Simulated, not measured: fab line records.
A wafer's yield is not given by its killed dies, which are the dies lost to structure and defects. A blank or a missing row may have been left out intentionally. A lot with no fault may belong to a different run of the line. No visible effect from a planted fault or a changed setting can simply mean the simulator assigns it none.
Comparing a struck lot with a sound one | flow n5-finfet | 30 steps out of a route of 1938
Sound: the wafers L875.3, L875.4, L875.6. Struck: wafer L893.3. (L893.5, L893.6 of the same lot were not struck and are left out.) The cause comes at the end.
Order at every step that has rows: each side's tool, ch and its chambers, its first start. Under that, the readings that differ: sound wafers | struck wafers | difference of the means | sigmas: that difference in standard deviations of wafers without a fault.
alike: readings whose means differ by less than 2 such deviations, and words and numbers that are the same on both sides. not compared: withheld readings, readings that some wafer has no value for, bounds like >300 that may hide the same value, and numbers for which the record gives no deviation and whose values overlap.
Wherever a step has rows on one side only, a row that says differs or no value, or a row with sigmas, the two part there. When numbers do not overlap yet have no deviation, they are printed without sigmas and do not part them. Lack of a reading on every wafer of one side parts them only where that side has two or more wafers.

first, 1 step without rows for these wafers: N5_MIM_BOT_LITHO_HARDBAKE_09 (time 120 s).
N5_MIM_BOT_LITHO_CD_MEAS_08: target cd 3000 nm.
  sound on cd-sem-01 ch 0, day 14 16:29; struck on cd-sem-02 ch 0, day 19 19:47
  reading    | sound                | struck | difference | sigmas
  cd-nm (nm) | 3000.5 3001.1 2999.2 | 2997.6 | -2.7       | -2
N5_MIM_BOT_LITHO_OVL_MEAS_11:
  sound on overlay-02 ch 0, day 14 16:31; struck on overlay-01 ch 0, day 19 19:49
  alike: MIM_BOT_OVL
N5_MIM_BOT_LITHO_INSPECT_12: inspects for defects (macro).
  struck on defect-inspect-01, day 19 19:50; sound on defect-inspect-02, day 14 16:32
  alike: raw-defect-count
then, 2 steps without rows for these wafers: N5_MIM_BOT_LITHO_DESCUM_10 (chemistry O2, time 7.9 s); N5_MIM_BOT_ETCH_ETCH_04 (etches SiNx in CF4/O2, target depth 26 nm, time 13 s).
N5_MIM_BOT_ETCH_ETCH_03: etches the open film in Cl2/BCl3, target depth 12 nm.
  sound on rie-metal-01 ch 0,1, day 14 16:46; struck on rie-metal-03 ch 1, day 19 20:03
  reading                     | sound       | struck | difference | sigmas
  drypump-motor-current-A (A) | 6.2 6.8 6.1 | 5.1    | -1.3       | -2
  alike: oes-product-au, throttle-valve-pct
  not compared: rf-hours-counter-h
N5_MIM_BOT_ETCH_ETCH_00: etches TiN in Cl2/BCl3, target depth 45.5 nm.
  sound on rie-metal-01 ch 0,1, day 14 16:52; struck on rie-metal-03 ch 1, day 19 20:09
  reading                     | sound       | struck | difference | sigmas
  drypump-motor-current-A (A) | 6.1 6.7 6.2 | 5.1    | -1.2       | -2
  alike: oes-product-au, throttle-valve-pct
  not compared: rf-hours-counter-h
then, 4 steps without rows for these wafers: N5_MIM_BOT_ETCH_STRIP_01 (strips in O2); N5_MIM_BOT_ETCH_STRIP_02 (strips in post etch residue remover, time 1200 s); N5_MIM_BOT_ETCH_CLEAN_05 (cleans in IPA, time 180 s); N5_MIM_BOT_ETCH_SRD_06 (time 30 s).
N5_PASSIVATION_PECVD_55: deposits SiO2 from SiH4/N2O, target thk 400 nm, time 22.5 s.
  sound on pecvd-01 ch 0,1, day 14 17:38; struck on pecvd-02 ch 0, day 19 20:47
  reading                                        | sound          | struck | difference | sigmas
  showerhead-plenum-p-Torr (Torr)                | 8.11 8.11 7.96 | 8.41   | +0.35      | +3
  showerhead-vpp-V (V)                           | 1515 1510 1474 | 1618   | +118       | +2
  model.SiO2_of_PASSIVATION_PECVD_55.thk-nm (nm) | 401 406 410.6  | 381.2  | -24.7      |
  alike: heater-power-outer-w, heater-power-w, throttle-valve-pct
N5_PASSIVATION_PECVD_01: deposits SiNx from SiH4/NH3/N2, target thk 200 nm, time 43.2 s.
  sound on pecvd-01 ch 0,1, day 14 17:40; struck on pecvd-02 ch 0, day 19 20:50
  reading                         | sound          | struck | difference | sigmas
  showerhead-plenum-p-Torr (Torr) | 8.60 8.61 8.53 | 8.84   | +0.26      | +3
  alike: heater-power-outer-w, heater-power-w, showerhead-vpp-V, throttle-valve-pct
then, 8 steps without rows for these wafers: N5_PASSIVATION_HMDS_03 (time 60 s); N5_PASSIVATION_COAT_04; N5_PASSIVATION_EBR_06; N5_PASSIVATION_SOFTBAKE_05 (time 90 s); N5_PASSIVATION_EXPOSE_07 (exposes mask TV, defocus 0 nm, target cd 3000 nm); N5_PASSIVATION_PEB_08; N5_PASSIVATION_DEVELOP_09 (develop time 60 s); N5_PASSIVATION_HARDBAKE_11 (time 120 s).
N5_PASSIVATION_CD_MEAS_10: target cd 3000 nm.
  sound on cd-sem-03 ch 0, day 14 18:05; struck on cd-sem-02 ch 0, day 19 22:55
  alike: cd-nm
N5_PASSIVATION_OVL_MEAS_60:
  sound on overlay-02 ch 0, day 14 18:07; struck on overlay-01 ch 0, day 19 22:56
  reading     | sound    | struck | difference | sigmas
  TV_OVL (nm) | -3 -1 -2 | -14    | -12        | -2
N5_PASSIVATION_INSPECT_61: inspects for defects (macro).
  struck on defect-inspect-01, day 19 22:58; sound on defect-inspect-02, day 14 18:08
  alike: raw-defect-count
N5_PASSIVATION_DESCUM_12: chemistry O2, time 7.9 s.
  sound on rie-diel-05 ch 1,3, day 14 19:55; struck on rie-diel-02 ch 2, day 19 23:10
  alike: drypump-motor-current-A, o2-flow-sccm, oes-product-au, rf-vpp-V, showerhead-plenum-p-Torr, throttle-valve-pct
  not compared: rf-hours-counter-h
then, 1 step without rows for these wafers: N5_PASSIVATION_PASS_ETCH_74 (etches SiNx in CF4/O2, target depth 220 nm, time 110 s).
N5_PASSIVATION_VIA_ETCH_13: etches SiO2 in CHF3/O2, target depth 660 nm, time 330 s.
  sound on rie-diel-05 ch 1,3, day 14 20:04; struck on rie-diel-02 ch 2, day 19 23:20
  reading               | sound       | struck | difference | sigmas
  etch-rf-on-time-s (s) | 233 237 240 | 223    | -14        | -4
  alike: drypump-motor-current-A, oes-product-au, rf-vpp-V, showerhead-plenum-p-Torr, throttle-valve-pct
  not compared: rf-hours-counter-h, model.coat_of_PASSIVATION_COAT_04.thk-nm
N5_PASSIVATION_STRIP_14: strips in O2.
  sound on rie-diel-05 ch 1,3, day 14 20:16; struck on rie-diel-02 ch 2, day 19 23:31
  reading             | sound             | struck | difference | sigmas
  o2-flow-sccm (sccm) | 223.7 225.0 225.4 | 226.5  | +1.8       | +3
  alike: drypump-motor-current-A, oes-product-au, rf-vpp-V, showerhead-plenum-p-Torr, throttle-valve-pct
  not compared: rf-hours-counter-h
then, 1 step without rows for these wafers: N5_PASSIVATION_PROBE_49.

## WHERE THEY PART
Earliest at N5_MIM_BOT_LITHO_CD_MEAS_08; latest, in this record, at N5_PASSIVATION_STRIP_14.

WHY: whatever the simulator had introduced
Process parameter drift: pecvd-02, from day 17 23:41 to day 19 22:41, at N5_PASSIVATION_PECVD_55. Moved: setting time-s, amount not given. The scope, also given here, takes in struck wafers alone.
